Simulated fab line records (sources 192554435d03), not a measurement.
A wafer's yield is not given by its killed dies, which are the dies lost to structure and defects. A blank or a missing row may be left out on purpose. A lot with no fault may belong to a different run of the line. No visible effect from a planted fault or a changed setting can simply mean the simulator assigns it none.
Which tool did it?    flow n5 finfet    11 lots with 33 wafers sampled at 2 steps, on a route of 1938 steps

== WHAT EACH GAUGE READ, for each wafer ==
N5_BEOL_M0_CUTY_CD_MEAS_57: the cd target is 200 nm.
lot   measured      on         cd nm (nm)
L075  day 5 23:45   cd sem-03  200.4 200.7 201.3
L077  day 6 13:23   cd sem-03  201.6 201.4 201.1
L080  day 7 10:03   cd sem-03  199.8 199.4 199.1
L082  day 7 17:53   cd sem-02  198.7 199.9 199.5
L084  day 8 08:16   cd sem-02  200.0 200.7 201.1
L086  day 8 21:28   cd sem-02  200.5 199.8 201.0
L088  day 9 05:17   cd sem-03  199.3 200.8 200.6
L090  day 9 18:58   cd sem-01  198.4 199.7 200.3
L092  day 10 06:35  cd sem-02  200.6 200.9 200.3
L094  day 10 15:17  cd sem-02  200.4 201.7 201.2
L097  day 11 17:46  cd sem-03  200.3 199.2 199.6

== EACH LOT AND THE TOOL THAT RAN IT (in order: tool; ch and the chambers of the sampled wafers; start) ==
lot   N5_BEOL_M0_SAQP_STRIP_75
L075  rie diel-03 ch 0,1, day 5 23:22
L077  rie diel-03 ch 1,3, day 6 13:07
L080  rie diel-04 ch 0,2,3, day 7 09:39
L082  rie diel-03 ch 0,1, day 7 17:29
L084  rie diel-03 ch 0,1, day 8 07:59
L086  rie diel-04 ch 1,2, day 8 21:04
L088  rie diel-04 ch 0,3, day 9 04:53
L090  rie diel-06 ch 0,2, day 9 18:41
L092  rie diel-06 ch 0,1,2, day 10 06:19
L094  rie diel-06 ch 1,3, day 10 14:53
L097  rie diel-03 ch 0,2,3, day 11 17:22
- N5_BEOL_M0_SAQP_STRIP_75: strips in CF4.

== THE ANSWER, worked out from the rows above alone ==
Rule: the lots themselves supply what counts as usual. The widest of any qualifying gaps counts: lots, ordered by their means at a reading, are off when they make up no more than a third of the lots, leave a main group of 4 or more, and stand apart from it by 3 or more times the standard deviation of that group's means. Not used: any main group whose means are identical at the precision the tables above print for the reading. Also off: a lot with no number at a reading for which 4 or more lots have one. Where the step has rows for the other lots, those lots are counted as sound.
No lot is off at any reading shown: from this, nothing can be told.

== WHAT THE SIMULATOR HAD PUT IN ==
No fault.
